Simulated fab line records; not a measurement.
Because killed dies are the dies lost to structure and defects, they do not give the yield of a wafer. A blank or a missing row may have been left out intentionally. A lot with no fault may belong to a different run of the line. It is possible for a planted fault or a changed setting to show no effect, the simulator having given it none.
Chamber matching + flow nand harc + pecvd-02 running NHARC_P_M0_DEP_32: 3 sister chambers
The step deposits SiCN, target thk 30 nm. 14 wafers are shown with their chamber, then 7 later ones without.

== WAFERS PAIRED WITH THEIR CHAMBERS ==
| wafer  | chamber | showerhead vpp V (V) | heater power outer w (W) | heater power w (W) |
|--------|---------|----------------------|--------------------------|--------------------|
| L076.1 | 1       | 1320                 | 235                      | 502                |
| L076.4 | 0       | 1372                 | 263                      | 466                |
| L076.5 | 1       | 1293                 | 239                      | 497                |
| L077.2 | 2       | 1304                 | 315                      | 519                |
| L077.4 | 2       | 1321                 | 311                      | 522                |
| L077.5 | 2       | 1328                 | 318                      | 521                |
| L080.2 | 2       | 1337                 | 378                      | 626                |
| L080.5 | 0       | 1377                 | 248                      | 451                |
| L080.6 | 1       | 1314                 | 311                      | 578                |
| L089.2 | 0       | 1392                 | 272                      | 492                |
| L089.4 | 1       | 1334                 | 302                      | 610                |
| L089.6 | 0       | 1396                 | 267                      | 484                |
| L092.3 | 1       | 1312                 | 271                      | 567                |
| L092.4 | 0       | 1376                 | 224                      | 441                |

SIGNATURES (averages over the wafers above)
| reading              | chamber 0 | chamber 1 | chamber 2 | scatter within a chamber |
|----------------------|-----------|-----------|-----------|--------------------------|
| showerhead vpp V     | 1382.60   | 1314.60   | 1322.50   | 13.2                     |
| heater power outer w | 254.80    | 271.60    | 330.50    | 29.3                     |
| heater power w       | 466.80    | 550.80    | 547.00    | 42.6                     |
Rule: a wafer lies at a distance from a chamber equal to the root of the sum of squares, over the readings, of (its reading less the chamber's mean, divided by the reading's scatter). If the next closest chamber is less than 2 further off than the closest, the wafer can't be placed; otherwise it belongs to the closest. The scatter: the root of (the sum of the squares of (reading less its chamber's mean) over the shown wafers, divided by (wafers less chambers)).

== WAFERS WITHOUT THEIR CHAMBER ==
| wafer  | showerhead vpp V (V) | heater power outer w (W) | heater power w (W) |
|--------|----------------------|--------------------------|--------------------|
| L092.5 | 1322                 | 375                      | 580                |
| L093.3 | 1302                 | 311                      | 616                |
| L093.4 | 1355                 | 262                      | 489                |
| L093.5 | 1330                 | 385                      | 626                |
| L097.3 | 1306                 | 251                      | 501                |
| L097.4 | 1318                 | 405                      | 610                |
| L097.6 | 1310                 | 242                      | 519                |

== WHICH CHAMBER EACH ONE RAN IN ==
| wafer  | from the rows above          | in truth |
|--------|------------------------------|----------|
| L092.5 | can't be placed: 2 or 1      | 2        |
| L093.3 | can't be placed: 1 or 2      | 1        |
| L093.4 | can't be placed: 0 or 1 or 2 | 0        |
| L093.5 | can't be placed: 2 or 1      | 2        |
| L097.3 | can't be placed: 1 or 2      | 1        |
| L097.4 | can't be placed: 2 or 1      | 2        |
| L097.6 | can't be placed: 1 or 2      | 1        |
Correctly placed: 0 of 7. Not placeable from these rows: 7 (in 7, the candidates include the true chamber). Number placed wrongly: 0.
